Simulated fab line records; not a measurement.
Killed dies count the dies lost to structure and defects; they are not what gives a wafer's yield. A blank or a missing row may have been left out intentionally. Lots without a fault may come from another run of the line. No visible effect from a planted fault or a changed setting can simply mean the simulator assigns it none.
The same fault as seen by 2 desks :: flow n5Finfet :: each desk holds nothing but its own numbers, with what lay behind them at the end

## FOR THE TOOL OWNER'S DESK: lithoTrack-01
The tool's own readings at N5_MOL_CONTACT_COAG_COAT_63 (time 60 s, resist thk 10 nm): means of the sampled wafers that have a number, for each lot that ran on this tool. If a lot's mean is further than 4 standard deviations from the usual mean, the lot is out of limits and carries the mark OUT (the distance appears in the brackets).
Columns: A = spinSpeedRpm at N5_MOL_CONTACT_COAG_COAT_63, usual 1499.8 rpm
lot: L670
first seen here: day 5 12:34
A: 1499.8

lot: L673
first seen here: day 6 09:40
A: 1500.4

lot: L677
first seen here: day 7 11:46
A: 1576.9 (+78) OUT

lot: L679
first seen here: day 7 23:44
A: 1577.2 (+78) OUT

lot: L689
first seen here: day 10 13:43
A: 1499.6
This desk's finding: out of limits on L677, L679; first on L677, day 7 11:46 (spinSpeedRpm at N5_MOL_CONTACT_COAG_COAT_63). L670, L673, L689: within limits.

## THE METROLOGY DESK
Lot by lot, what the gauges showed, no matter which tool ran the lot: averages of those sampled wafers that carry a number. If a lot's mean is further than 4 standard deviations from the usual mean, the lot is out of limits and carries the mark OUT (the distance appears in the brackets). Of its 10 readings 7 are shown: those that lie furthest out on some lot.
Columns: A = DIBL_P at N5_BEOL_M4_RC_MEAS_101, usual 36.3 mV/V; B = IOFF_N at N5_BEOL_M4_RC_MEAS_101, usual 0.163 nA/um; C = IOFF_P at N5_BEOL_M4_RC_MEAS_101, usual 0.21 nA/um; D = ION_N at N5_BEOL_M4_RC_MEAS_101, usual 673 uA/um; E = ION_P at N5_BEOL_M4_RC_MEAS_101, usual 461 uA/um; F = VT_N at N5_BEOL_M4_RC_MEAS_101, usual 249.4 mV; G = VT_P at N5_BEOL_M4_RC_MEAS_101, usual -250 mV
lot: L670
first seen here: day 8 07:10
A: 37.9
B: 0.173
C: 0.24
D: 666
E: 459
F: 247.3
G: -247

lot: L673
first seen here: day 9 09:47
A: 38.9
B: 0.199
C: 0.25
D: 680
E: 462
F: 247.2
G: -250

lot: L677
first seen here: day 10 09:15
A: 35.1
B: 0.147
C: 0.19
D: 654
E: 449
F: 252.5
G: -252

lot: L679
first seen here: day 10 12:55
A: 34.7
B: 0.145
C: 0.19
D: 675
E: 461
F: 249.0
G: -253

lot: L684
first seen here: day 11 21:12
A: 34.4
B: 0.145
C: 0.18
D: 659
E: 451
F: 253.0
G: -252

lot: L686
first seen here: day 11 22:14
A: 35.4
B: 0.152
C: 0.18
D: 668
E: 455
F: 250.2
G: -255

lot: L685
first seen here: day 12 02:36
A: 36.3
B: 0.158
C: 0.20
D: 680
E: 465
F: 248.5
G: -250

lot: L690
first seen here: day 13 12:08
A: 31.6
B: 0.128
C: 0.15
D: 668
E: 450
F: 251.0
G: -257

lot: L689
first seen here: day 13 15:14
A: 35.0
B: 0.142
C: 0.20
D: 664
E: 457
F: 250.0
G: -249
This desk found nothing out of limits on any of the 9 lots.

## TAKEN TOGETHER
At day 7 11:46, on L677, L679, the tool owner's desk was in a position to raise an alarm.
At the metrology desk, nothing out of limits was observed.
The metrology desk holds a record of L677, L679, inside its limits.
The lots listed all ran N5_MOL_CONTACT_COAG_COAT_63 on lithoTrack-01.

## WHAT THE SIMULATOR PUT IN
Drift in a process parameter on lithoTrack-01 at N5_MOL_CONTACT_COAG_COAT_63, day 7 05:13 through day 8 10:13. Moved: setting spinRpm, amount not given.
Struck lots among those shown: L677, L679.
How many hours passed from the start of the fault until each desk's first out-of-limits reading: the tool owner's desk, 7.
